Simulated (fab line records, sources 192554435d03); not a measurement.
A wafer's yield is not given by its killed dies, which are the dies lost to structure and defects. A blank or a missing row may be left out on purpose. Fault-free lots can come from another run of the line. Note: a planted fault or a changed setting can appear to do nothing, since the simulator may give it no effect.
fab line records	flow n5Finfet
record lots=24	wafers=72	lastDay=18
route steps=1938 shown BEOL_M9@1438 BEOL_M10@1472
lots untouched by any fault: they come from a run of this same line in which no faults occurred
startH: hours from the record's first day to the start of the lot's first wafer shown	waitH: hours elapsed since this lot's preceding step	" repeats the value in the row above	L1.1+2: one row covering several wafers at once	- no value present, or no start provided	* or withheld: withheld	< > ~ a bound
route shown NAME@n: NAME is a module with steps in the file, n the number in the route of the first one	usual: mean/standard deviation taken from wafers without a fault	same: alike in all rows	chamber/n: place in a boat	sites: readings site by site	_std_site: how widely they spread, as a standard deviation	_edge_site: the outer-site mean with the inner-site mean subtracted	radiusMm: for every site, how far away it sits from the centre of the wafer	mask NAME#n: copy n	behind: the last tool/chamber to shape the wafer	hold: what put the lot on hold/how long, in hours/how the hold closed	device: whichever transistor did not switch (one of n, p or np)	end of line: the route-end tests of the same wafers	for a step that has no rows: nothing shown but its recipe	killed: count of dies lost to structure and defects at first sort (not the wafer's yield)	map: dies across one wafer; x = killed, . = not, _ = none there
set.NAME: the setting as run; set.NAME@STEP: as run at that earlier step	model.NAME: the simulator's own value behind a step, which no gauge read
the route's steps for a sample of lots (tables are steps, rows are wafers)
services: a tool's chamber out of use, with start hour (startH, from the record's first day; less than 0 if before it), hours out, and reason
## steps
# step N5_BEOL_M9_ETCH_76
# recipe chemistry=N2/H2	target=underlayer	targetDepthA=65	maskMaterial=CAR-EUV	timeS=5.2	ionEnergyEv=200	pressureMtorr=30	sourceW=840	biasW=150	n2FlowSccm=200	h2FlowSccm=200	ends=cleared
# usual drypumpMotorCurrentA=5.8/0.45	etchRfOnTimeS=5.20/0.16	oesProductAu=0.69/0.089	rfVppV=524/3	showerheadPlenumPTorr=2.56/0.097	throttleValvePct=17.92/0.24
lot.wafer	tool	chamber	startH	waitH	drypumpMotorCurrentA	etchRfOnTimeS	oesProductAu	rfHoursCounterH	rfVppV	showerheadPlenumPTorr	throttleValvePct
L074.1	rieDiel-06	2	214.19	0.0	5.8	5.30	0.59	245	518	2.41	18.50
L074.4	"	3	"	"	5.9	5.24	0.75	-	523	2.48	17.72
L074.6	"	2	"	"	5.8	5.29	0.57	-	521	2.41	18.50
L076.3	rieDiel-01	1	214.49	0.0	4.9	5.19	0.59	214	525	2.63	18.03
L076.4	"	2	"	"	6.1	5.50	0.60	161	520	2.44	17.69
L076.6	"	3	"	"	5.9	4.91	0.84	-	524	2.49	17.69
L077.1	rieDiel-06	0	234.20	0.0	5.5	5.10	0.86	0	530	2.71	17.78
L077.4	"	0	"	"	5.5	5.15	0.85	-	529	2.70	17.77
L077.5	"	1	"	"	6.2	5.07	0.64	-	525	2.64	18.25
L075.1	rieDiel-01	2	234.54	0.0	6.0	5.37	0.61	165	519	2.44	17.69
L075.2	"	0	"	"	6.7	5.08	0.62	227	521	2.52	17.95
L075.6	"	0	"	"	6.7	5.08	0.62	-	523	2.52	17.96
L078.1	rieDiel-05	0	241.99	0.0	5.4	5.34	0.60	164	520	2.44	18.02
L078.4	"	2	"	"	5.4	5.38	0.74	23	527	2.61	18.05
L078.6	"	1	"	"	6.2	5.22	0.81	-	524	2.61	17.40
L079.4	rieDiel-05	0	243.14	0.0	5.4	5.33	0.60	164	521	2.44	18.01
L079.5	"	2	"	"	5.4	5.30	0.75	-	524	2.61	18.06
L079.6	"	3	"	"	5.9	5.26	0.65	-	526	2.64	18.18
L082.1	rieDiel-05	1	262.04	0.0	6.2	5.23	0.79	22	526	2.61	17.44
L082.2	"	0	"	"	5.4	5.45	0.61	170	519	2.44	18.04
L082.3	"	2	"	"	5.4	5.48	0.73	31	526	2.60	18.08
L080.1	rieDiel-06	3	262.21	0.0	5.9	5.40	0.72	59	520	2.48	17.74
L080.5	"	0	"	"	5.5	5.09	0.81	-	529	2.70	17.75
L080.6	"	3	"	"	5.9	5.32	0.72	-	523	2.48	17.74
L083.2	rieDiel-01	3	262.40	0.0	5.9	4.92	0.80	21	524	2.49	17.71
L083.4	"	1	"	"	4.9	5.18	0.58	226	526	2.62	18.07
L083.5	"	1	"	"	4.9	5.17	0.59	-	525	2.62	18.08
L081.1	rieDiel-06	0	269.57	0.0	5.5	5.10	0.81	13	530	2.70	17.78
L081.2	"	1	"	"	6.2	5.10	0.63	186	527	2.64	18.28
L081.3	"	2	"	"	5.8	5.05	0.83	4	529	2.72	18.20
L085.1	rieDiel-01	1	269.67	0.0	4.9	5.22	0.59	228	527	2.62	18.04
L085.4	"	2	"	"	6.0	5.50	0.59	175	522	2.43	17.69
L085.6	"	1	"	"	4.9	5.20	0.59	-	525	2.62	18.07
L084.2	rieDiel-01	1	290.21	0.0	4.9	5.17	0.57	233	528	2.62	18.09
L084.4	"	2	"	"	6.0	5.43	0.59	181	523	2.43	17.72
L084.5	"	2	"	"	6.0	5.38	0.59	-	518	2.43	17.70
L086.1	rieDiel-06	0	307.56	0.0	5.5	5.06	0.78	26	528	2.69	17.83
L086.4	"	1	"	"	6.2	4.99	0.63	198	526	2.63	18.30
L086.5	"	3	"	"	5.9	5.23	0.72	-	521	2.47	17.78
L089.1	rieDiel-06	1	310.12	0.0	6.2	5.05	0.62	199	528	2.63	18.30
L089.4	"	2	"	"	5.8	5.03	0.79	16	530	2.72	18.20
L089.5	"	2	"	"	5.8	5.01	0.81	-	527	2.72	18.19
L088.3	rieDiel-01	0	310.16	0.0	6.7	5.13	0.61	244	522	2.52	17.97
L088.5	"	2	"	"	6.0	5.48	0.59	-	520	2.43	17.71
L088.6	"	1	"	"	4.9	5.18	0.57	-	527	2.61	18.08
L087.3	rieDiel-05	3	310.36	0.0	5.9	5.34	0.61	190	526	2.63	18.23
L087.5	"	1	"	"	6.2	5.30	0.76	-	527	2.60	17.46
L087.6	"	0	"	"	5.4	5.37	0.59	-	524	2.43	18.04
L090.2	rieDiel-01	0	316.01	0.0	6.7	5.12	0.61	246	520	2.52	17.99
L090.4	"	1	"	"	4.9	5.12	0.58	241	527	2.61	18.08
L090.6	"	2	"	"	6.0	5.44	0.59	-	521	2.43	17.74
L091.1	rieDiel-06	3	319.49	0.0	5.9	5.29	0.70	76	522	2.47	17.74
L091.2	"	2	"	"	5.8	5.02	0.79	18	527	2.72	18.23
L091.4	"	0	"	"	5.5	5.14	0.76	30	528	2.69	17.81
L092.1	rieDiel-05	1	337.87	0.0	6.2	5.25	0.75	44	529	2.60	17.48
L092.4	"	0	"	"	5.4	5.34	0.59	192	520	2.43	18.06
L092.5	"	3	"	"	5.9	5.35	0.61	-	527	2.63	18.24
L093.1	rieDiel-01	1	338.01	0.0	4.9	5.17	0.58	248	525	2.61	18.09
L093.2	"	3	"	"	5.8	5.02	0.76	43	519	2.48	17.76
L093.4	"	3	"	"	5.9	5.06	0.75	-	524	2.48	17.80
L094.3	rieDiel-01	3	339.39	0.0	5.9	5.04	0.76	44	521	2.48	17.76
L094.5	"	1	"	"	4.9	5.22	0.58	-	525	2.61	18.12
L094.6	"	3	"	"	5.8	5.01	0.75	-	524	2.48	17.77
L095.1	rieDiel-06	2	346.60	0.0	5.8	5.03	0.77	27	529	2.71	18.21
L095.2	"	1	"	"	6.2	5.08	0.62	209	524	2.63	18.32
L095.3	"	0	"	"	5.4	5.15	0.75	37	528	2.69	17.85
L096.1	rieDiel-01	3	362.15	0.0	5.9	4.98	0.74	55	523	2.48	17.79
L096.3	"	1	"	"	4.9	5.16	0.83	1	524	2.61	17.71
L096.4	"	2	"	"	6.0	5.50	0.58	209	520	2.42	17.79
L097.2	rieDiel-06	2	373.10	0.0	5.8	5.06	0.76	31	529	2.71	18.25
L097.4	"	3	"	"	5.9	5.33	0.69	-	521	2.46	17.79
L097.6	"	1	"	"	6.2	5.12	0.61	-	528	2.62	18.32
# step N5_BEOL_M9_CURE_72
# recipe tempC=370	timeS=120	ambient=DMADMS/He	material=SiCOH_lowk
# usual lampPowerPct=52.32/0.059	wafer_temp_C_max=371.7/0.49
lot.wafer	tool	chamber	startH	waitH	lampPowerPct	wafer_temp_C_max
L074.1	uvCure-03	2	214.94	0.2	52.29	370.9
L074.4	"	2	"	"	52.35	371.5
L074.6	"	2	"	"	52.35	371.2
L076.3	uvCure-03	1	215.34	0.3	52.33	371.7
L076.4	"	1	"	"	52.39	371.2
L076.6	"	1	"	"	52.29	371.2
L077.1	uvCure-03	2	234.82	0.0	52.39	371.1
L077.4	"	2	"	"	52.41	371.2
L077.5	"	2	"	"	52.28	371.6
L075.1	uvCure-02	2	235.15	0.0	52.32	372.1
L075.2	"	2	"	"	52.32	372.4
L075.6	"	2	"	"	52.30	371.4
L078.1	uvCure-01	1	242.61	0.0	52.34	372.0
L078.4	"	1	"	"	52.33	371.5
L078.6	"	1	"	"	52.26	372.0
L079.4	uvCure-03	1	243.90	0.2	52.29	370.9
L079.5	"	1	"	"	52.35	371.2
L079.6	"	1	"	"	52.31	371.3
L082.1	uvCure-03	0	262.67	0.0	52.18	371.9
L082.2	"	0	"	"	52.33	371.5
L082.3	"	0	"	"	52.23	371.8
L080.1	uvCure-02	1	262.83	0.0	52.28	371.1
L080.5	"	1	"	"	52.36	370.7
L080.6	"	1	"	"	52.30	371.1
L083.2	uvCure-01	1	263.13	0.1	52.34	371.6
L083.4	"	1	"	"	52.34	371.4
L083.5	"	1	"	"	52.28	371.5
L081.1	uvCure-01	1	270.20	0.0	52.30	371.9
L081.2	"	1	"	"	52.37	372.2
L081.3	"	1	"	"	52.18	371.8
L085.1	uvCure-03	2	270.29	0.0	52.28	371.5
L085.4	"	2	"	"	52.31	371.5
L085.6	"	2	"	"	52.39	371.7
L084.2	uvCure-03	0	290.88	0.1	52.35	372.0
L084.4	"	0	"	"	52.28	372.1
L084.5	"	0	"	"	52.41	372.1
L086.1	uvCure-03	0	308.17	0.0	52.34	371.3
L086.4	"	0	"	"	52.36	371.7
L086.5	"	0	"	"	52.35	371.5
L089.1	uvCure-01	0	310.74	0.0	52.32	372.9
L089.4	"	0	"	"	52.22	372.5
L089.5	"	0	"	"	52.26	372.3
L088.3	uvCure-03	2	310.98	0.2	52.37	371.5
L088.5	"	2	"	"	52.25	371.3
L088.6	"	2	"	"	52.30	371.1
L087.3	uvCure-02	1	311.09	0.1	52.34	371.2
L087.5	"	1	"	"	52.41	371.5
L087.6	"	1	"	"	52.32	371.0
L090.2	uvCure-01	0	316.73	0.1	52.36	372.2
L090.4	"	0	"	"	52.24	372.1
L090.6	"	0	"	"	52.31	372.1
L091.1	uvCure-03	0	320.20	0.0	52.25	371.1
L091.2	"	0	"	"	52.39	372.0
L091.4	"	0	"	"	52.33	371.8
L092.1	uvCure-01	0	338.49	0.0	52.29	371.6
L092.4	"	0	"	"	52.35	372.4
L092.5	"	0	"	"	52.28	372.4
L093.1	uvCure-02	2	338.63	0.0	52.17	371.8
L093.2	"	2	"	"	52.34	371.5
L093.4	"	2	"	"	52.29	372.4
L094.3	uvCure-03	2	340.10	0.1	52.41	371.7
L094.5	"	2	"	"	52.29	371.2
L094.6	"	2	"	"	52.37	371.4
L095.1	uvCure-03	2	347.22	0.0	52.27	371.5
L095.2	"	2	"	"	52.24	371.2
L095.3	"	2	"	"	52.31	371.7
L096.1	uvCure-03	2	362.77	0.0	52.40	372.2
L096.3	"	2	"	"	52.35	372.0
L096.4	"	2	"	"	52.29	372.3
L097.2	uvCure-02	1	373.77	0.1	52.29	371.4
L097.4	"	1	"	"	52.21	371.2
L097.6	"	1	"	"	52.36	371.1
# step N5_BEOL_M9_SURFACE_TREAT_79
# recipe gas=Ar	timeS=*	ionEnergyEv=*	ionCurrentMaCm2=0.5	pressureMtorr=*	arFlowSccm=30
# usual throttleValvePct=*
lot.wafer	tool	chamber	startH	waitH	throttleValvePct
L074.1	pvdSputter-02	-	215.81	0.2	*
L074.4	"	-	"	"	*
L074.6	"	-	"	"	*
L076.3	pvdSputter-03	-	216.06	0.2	*
L076.4	"	-	"	"	*
L076.6	"	-	"	"	*
L077.1	pvdSputter-01	-	235.97	0.2	*
L077.4	"	-	"	"	*
L077.5	"	-	"	"	*
L075.1	pvdSputter-02	-	236.03	0.2	*
L075.2	"	-	"	"	*
L075.6	"	-	"	"	*
L078.1	pvdSputter-02	-	244.28	0.2	*
L078.4	"	-	"	"	*
L078.6	"	-	"	"	*
L079.4	pvdSputter-01	-	244.56	0.2	*
L079.5	"	-	"	"	*
L079.6	"	-	"	"	*
L082.1	pvdSputter-03	-	263.46	0.2	*
L082.2	"	-	"	"	*
L082.3	"	-	"	"	*
L080.1	pvdSputter-03	-	263.63	0.2	*
L080.5	"	-	"	"	*
L080.6	"	-	"	"	*
L083.2	pvdSputter-01	-	265.40	1.3	*
L083.4	"	-	"	"	*
L083.5	"	-	"	"	*
L081.1	pvdSputter-03	-	271.04	0.2	*
L081.2	"	-	"	"	*
L081.3	"	-	"	"	*
L085.1	pvdSputter-03	-	271.08	0.2	*
L085.4	"	-	"	"	*
L085.6	"	-	"	"	*
L084.2	pvdSputter-01	-	292.21	0.8	*
L084.4	"	-	"	"	*
L084.5	"	-	"	"	*
L086.1	pvdSputter-03	-	310.49	0.6	*
L086.4	"	-	"	"	*
L086.5	"	-	"	"	*
L087.3	pvdSputter-02	-	311.76	0.2	*
L087.5	"	-	"	"	*
L087.6	"	-	"	"	*
L089.1	pvdSputter-03	-	312.05	0.4	*
L089.4	"	-	"	"	*
L089.5	"	-	"	"	*
L088.3	pvdSputter-03	-	312.13	0.4	*
L088.5	"	-	"	"	*
L088.6	"	-	"	"	*
L090.2	pvdSputter-02	-	317.72	0.2	*
L090.4	"	-	"	"	*
L090.6	"	-	"	"	*
L091.1	pvdSputter-03	-	321.31	0.2	*
L091.2	"	-	"	"	*
L091.4	"	-	"	"	*
L092.1	pvdSputter-01	-	339.51	0.3	*
L092.4	"	-	"	"	*
L092.5	"	-	"	"	*
L093.1	pvdSputter-01	-	339.65	0.2	*
L093.2	"	-	"	"	*
L093.4	"	-	"	"	*
L094.3	pvdSputter-03	-	341.00	0.2	*
L094.5	"	-	"	"	*
L094.6	"	-	"	"	*
L095.1	pvdSputter-03	-	348.57	0.2	*
L095.2	"	-	"	"	*
L095.3	"	-	"	"	*
L096.1	pvdSputter-01	-	364.55	0.4	*
L096.3	"	-	"	"	*
L096.4	"	-	"	"	*
L097.2	pvdSputter-01	-	375.29	0.2	*
L097.4	"	-	"	"	*
L097.6	"	-	"	"	*
# step N5_BEOL_M9_SPUTTER_48
# recipe material=Cu	targetThkA=120	tempC=-20	biasV=60	powerW=26000	chamberPressurePa=0.13	timeS=2
# usual biasV=60.1/0.63	throttleValvePct=30.0/0.85
lot.wafer	tool	chamber	startH	waitH	biasV	throttleValvePct
L074.1	pvdSputter-02	-	216.17	0.2	60.9	28.8
L074.4	"	-	"	"	60.4	30.6
L074.6	"	-	"	"	60.6	28.5
L076.3	pvdSputter-03	-	216.28	0.1	60.6	30.1
L076.4	"	-	"	"	59.5	29.3
L076.6	"	-	"	"	60.0	30.1
L077.1	pvdSputter-01	-	236.17	0.1	60.8	28.9
L077.4	"	-	"	"	60.1	31.6
L077.5	"	-	"	"	60.4	29.9
L075.1	pvdSputter-03	-	236.30	0.2	59.9	29.8
L075.2	"	-	"	"	60.8	31.6
L075.6	"	-	"	"	60.2	29.9
L078.1	pvdSputter-03	-	244.52	0.1	60.1	31.4
L078.4	"	-	"	"	59.6	29.7
L078.6	"	-	"	"	60.0	30.2
L079.4	pvdSputter-02	-	244.74	0.0	60.4	30.2
L079.5	"	-	"	"	59.7	29.4
L079.6	"	-	"	"	59.2	30.3
L082.1	pvdSputter-03	-	263.75	0.1	59.5	30.2
L082.2	"	-	"	"	60.9	31.5
L082.3	"	-	"	"	60.9	29.7
L080.1	pvdSputter-02	-	264.82	0.9	60.5	30.4
L080.5	"	-	"	"	59.7	28.6
L080.6	"	-	"	"	60.2	30.1
L083.2	pvdSputter-03	-	265.81	0.1	60.9	29.6
L083.4	"	-	"	"	59.2	31.2
L083.5	"	-	"	"	60.0	31.3
L081.1	pvdSputter-02	-	271.21	0.1	60.7	28.9
L081.2	"	-	"	"	59.7	29.4
L081.3	"	-	"	"	60.0	30.2
L085.1	pvdSputter-02	-	271.33	0.1	60.0	29.9
L085.4	"	-	"	"	60.3	29.1
L085.6	"	-	"	"	59.9	30.1
L084.2	pvdSputter-01	-	292.49	0.2	59.8	30.2
L084.4	"	-	"	"	59.7	28.9
L084.5	"	-	"	"	60.4	28.8
L086.1	pvdSputter-03	-	310.87	0.2	58.8	30.1
L086.4	"	-	"	"	60.0	29.9
L086.5	"	-	"	"	59.2	31.3
L087.3	pvdSputter-03	-	312.25	0.2	59.5	30.1
L087.5	"	-	"	"	59.2	30.1
L087.6	"	-	"	"	59.7	29.5
L089.1	pvdSputter-03	-	312.33	0.1	60.2	30.1
L089.4	"	-	"	"	59.4	29.7
L089.5	"	-	"	"	60.5	29.8
L088.3	pvdSputter-03	-	312.89	0.5	59.9	29.9
L088.5	"	-	"	"	58.9	30.1
L088.6	"	-	"	"	59.2	31.4
L090.2	pvdSputter-03	-	317.97	0.1	59.9	30.2
L090.4	"	-	"	"	59.5	31.1
L090.6	"	-	"	"	60.4	30.0
L091.1	pvdSputter-03	-	321.59	0.2	60.3	29.7
L091.2	"	-	"	"	60.7	31.3
L091.4	"	-	"	"	60.1	30.0
L092.1	pvdSputter-01	-	339.78	0.1	60.5	28.7
L092.4	"	-	"	"	60.2	31.7
L092.5	"	-	"	"	58.7	30.5
L093.1	pvdSputter-01	-	339.86	0.1	59.4	28.9
L093.2	"	-	"	"	60.4	30.2
L093.4	"	-	"	"	61.1	29.0
L094.3	pvdSputter-01	-	341.42	0.2	59.6	31.9
L094.5	"	-	"	"	59.3	30.2
L094.6	"	-	"	"	60.5	28.8
L095.1	pvdSputter-03	-	348.83	0.2	59.3	30.0
L095.2	"	-	"	"	61.6	31.6
L095.3	"	-	"	"	61.6	30.3
L096.1	pvdSputter-02	-	364.79	0.1	59.8	29.3
L096.3	"	-	"	"	60.4	30.5
L096.4	"	-	"	"	60.8	28.6
L097.2	pvdSputter-03	-	375.71	0.1	59.7	30.1
L097.4	"	-	"	"	60.3	29.6
L097.6	"	-	"	"	60.9	30.0
# step N5_BEOL_M9_ANNEAL_51
# recipe tempC=225	timeS=90	ambient=N2
# usual annealTempC=225.01/0.17	wafer_temp_C_max=226.07/0.26
lot.wafer	tool	chamber	startH	waitH	annealTempC	wafer_temp_C_max
L074.1	rtpAnneal-02	0	216.46	0.1	224.73	226.04
L074.4	"	0	"	"	224.97	226.21
L074.6	"	0	"	"	224.89	225.85
L076.3	rtpAnneal-01	0	216.66	0.2	225.06	226.06
L076.4	"	0	"	"	225.02	225.99
L076.6	"	0	"	"	225.07	226.20
L077.1	rtpAnneal-02	0	236.42	0.1	225.23	226.76
L077.4	"	0	"	"	225.43	226.06
L077.5	"	0	"	"	224.87	226.36
L075.1	rtpAnneal-01	0	236.56	0.1	224.82	226.11
L075.2	"	0	"	"	224.94	226.05
L075.6	"	0	"	"	224.81	225.92
L078.1	rtpAnneal-02	0	244.95	0.3	224.95	225.81
L078.4	"	0	"	"	224.76	226.58
L078.6	"	0	"	"	224.81	226.07
L079.4	rtpAnneal-01	0	245.26	0.4	224.94	225.86
L079.5	"	0	"	"	225.04	225.60
L079.6	"	0	"	"	224.88	225.43
L082.1	rtpAnneal-01	0	263.97	0.1	225.06	225.82
L082.2	"	0	"	"	224.94	226.19
L082.3	"	0	"	"	224.91	225.88
L080.1	rtpAnneal-01	0	265.05	0.1	224.88	226.20
L080.5	"	0	"	"	224.86	225.97
L080.6	"	0	"	"	224.97	225.61
L083.2	rtpAnneal-02	0	266.08	0.1	224.98	226.01
L083.4	"	0	"	"	225.07	225.89
L083.5	"	0	"	"	225.00	226.03
L081.1	rtpAnneal-02	0	271.66	0.3	224.80	226.11
L081.2	"	0	"	"	225.05	226.21
L081.3	"	0	"	"	225.21	226.32
L085.1	rtpAnneal-02	0	271.93	0.5	225.00	226.36
L085.4	"	0	"	"	225.14	226.28
L085.6	"	0	"	"	225.03	226.52
L084.2	rtpAnneal-01	0	292.76	0.1	224.73	225.83
L084.4	"	0	"	"	224.60	226.24
L084.5	"	0	"	"	225.03	225.86
L086.1	rtpAnneal-02	0	311.21	0.2	224.79	225.94
L086.4	"	0	"	"	224.90	225.97
L086.5	"	0	"	"	224.78	225.91
L087.3	rtpAnneal-01	0	312.64	0.2	225.34	225.86
L087.5	"	0	"	"	225.02	226.03
L087.6	"	0	"	"	224.89	225.91
L089.1	rtpAnneal-01	0	312.94	0.5	225.12	226.24
L089.4	"	0	"	"	225.08	226.00
L089.5	"	0	"	"	225.30	226.15
L088.3	rtpAnneal-02	0	313.40	0.3	224.72	225.92
L088.5	"	0	"	"	224.90	226.36
L088.6	"	0	"	"	225.01	226.51
L090.2	rtpAnneal-02	0	318.29	0.2	225.10	225.97
L090.4	"	0	"	"	225.33	226.26
L090.6	"	0	"	"	225.17	226.19
L091.1	rtpAnneal-01	0	321.82	0.1	224.77	226.12
L091.2	"	0	"	"	225.09	226.38
L091.4	"	0	"	"	224.93	225.83
L092.1	rtpAnneal-01	0	340.01	0.1	225.13	225.94
L092.4	"	0	"	"	225.19	225.78
L092.5	"	0	"	"	224.88	226.16
L093.1	rtpAnneal-02	0	340.29	0.3	224.97	225.90
L093.2	"	0	"	"	224.91	226.29
L093.4	"	0	"	"	225.08	226.62
L094.3	rtpAnneal-02	0	341.83	0.2	224.96	225.88
L094.5	"	0	"	"	225.12	226.77
L094.6	"	0	"	"	225.21	226.30
L095.1	rtpAnneal-02	0	349.18	0.2	225.00	226.00
L095.2	"	0	"	"	225.42	226.49
L095.3	"	0	"	"	225.05	226.21
L096.1	rtpAnneal-01	0	365.41	0.5	224.89	226.12
L096.3	"	0	"	"	225.11	225.73
L096.4	"	0	"	"	225.21	225.71
L097.2	rtpAnneal-01	0	375.98	0.1	225.07	225.93
L097.4	"	0	"	"	225.04	225.90
L097.6	"	0	"	"	224.81	225.67
# step N5_BEOL_M10_THK_MEAS_01
# recipe reads=SiCOH_lowk_of_BEOL_M10_ILD_DEP_00
# usual M10_ILD_THK=268/3.8
lot.wafer	tool	chamber	startH	waitH	M10_ILD_THK[nm]
L074.1	filmMetro-01	-	218.18	0.4	267
L074.4	"	-	"	"	271
L074.6	"	-	"	"	273
L076.3	filmMetro-01	-	219.11	0.5	264
L076.4	"	-	"	"	275
L076.6	"	-	"	"	269
L077.1	filmMetro-01	-	237.81	0.4	263
L077.4	"	-	"	"	270
L077.5	"	-	"	"	269
L075.1	filmMetro-01	-	238.29	0.4	273
L075.2	"	-	"	"	266
L075.6	"	-	"	"	272
L078.1	filmMetro-02	-	246.33	0.4	267
L078.4	"	-	"	"	267
L078.6	"	-	"	"	273
L079.4	filmMetro-02	-	246.72	0.2	268
L079.5	"	-	"	"	272
L079.6	"	-	"	"	269
L082.1	filmMetro-01	-	265.50	0.4	266
L082.2	"	-	"	"	268
L082.3	"	-	"	"	270
L080.1	filmMetro-01	-	266.45	0.4	261
L080.5	"	-	"	"	267
L080.6	"	-	"	"	266
L083.2	filmMetro-01	-	267.45	0.4	263
L083.4	"	-	"	"	270
L083.5	"	-	"	"	268
L081.1	filmMetro-02	-	273.07	0.4	267
L081.2	"	-	"	"	263
L081.3	"	-	"	"	270
L085.1	filmMetro-01	-	273.31	0.4	265
L085.4	"	-	"	"	273
L085.6	"	-	"	"	273
L084.2	filmMetro-01	-	294.11	0.4	262
L084.4	"	-	"	"	267
L084.5	"	-	"	"	268
L086.1	filmMetro-02	-	312.59	0.4	269
L086.4	"	-	"	"	273
L086.5	"	-	"	"	275
L087.3	filmMetro-01	-	313.93	0.3	258
L087.5	"	-	"	"	265
L087.6	"	-	"	"	271
L088.3	filmMetro-01	-	314.71	0.3	267
L088.5	"	-	"	"	273
L088.6	"	-	"	"	271
L089.1	filmMetro-02	-	314.80	0.8	263
L089.4	"	-	"	"	269
L089.5	"	-	"	"	273
L090.2	filmMetro-01	-	320.14	0.7	266
L090.4	"	-	"	"	269
L090.6	"	-	"	"	268
L091.1	filmMetro-01	-	323.23	0.4	265
L091.2	"	-	"	"	266
L091.4	"	-	"	"	267
L092.1	filmMetro-02	-	341.39	0.4	261
L092.4	"	-	"	"	266
L092.5	"	-	"	"	265
L093.1	filmMetro-02	-	341.67	0.4	263
L093.2	"	-	"	"	264
L093.4	"	-	"	"	270
L094.3	filmMetro-02	-	343.25	0.3	261
L094.5	"	-	"	"	269
L094.6	"	-	"	"	267
L095.1	filmMetro-01	-	350.63	0.4	267
L095.2	"	-	"	"	270
L095.3	"	-	"	"	264
L096.1	filmMetro-01	-	366.79	0.4	266
L096.3	"	-	"	"	266
L096.4	"	-	"	"	268
L097.2	filmMetro-01	-	377.34	0.4	267
L097.4	"	-	"	"	269
L097.6	"	-	"	"	267
## services
tool	chamber	startH	hours	kind
uvCure-02	-	196.51	7.5	pm
uvCure-01	-	211.33	24.9	pm
rieDiel-06	0	213.94	-	clean
uvCure-03	-	222.86	4.3	pm
uvCure-01	-	236.23	3.4	pm
rieDiel-05	0	247.47	3.2	repair
rieDiel-05	3	249.30	7.6	repair
uvCure-01	-	262.07	0.9	repair
rieDiel-01	0	299.00	10.6	repair
uvCure-02	-	300.42	1.0	pm
uvCure-01	-	323.91	2.1	pm
rieDiel-01	0	329.32	-	clean
rieDiel-01	0	329.32	-	consumableReplace:focusRing
rieDiel-01	0	329.32	14.9	scheduledDown
rieDiel-01	0	329.32	14.9	ventCycle
rieDiel-05	-	337.19	0.3	repair
rieDiel-01	1	344.20	-	clean
rieDiel-01	1	344.20	-	consumableReplace:focusRing
rieDiel-01	1	344.20	14.5	scheduledDown
rieDiel-01	1	344.20	14.5	ventCycle
rieDiel-06	-	348.21	15.6	pm
uvCure-01	-	357.55	6.0	pm
rieDiel-06	0	369.66	5.8	repair
rieDiel-05	0	372.63	4.3	repair
## key
fault none
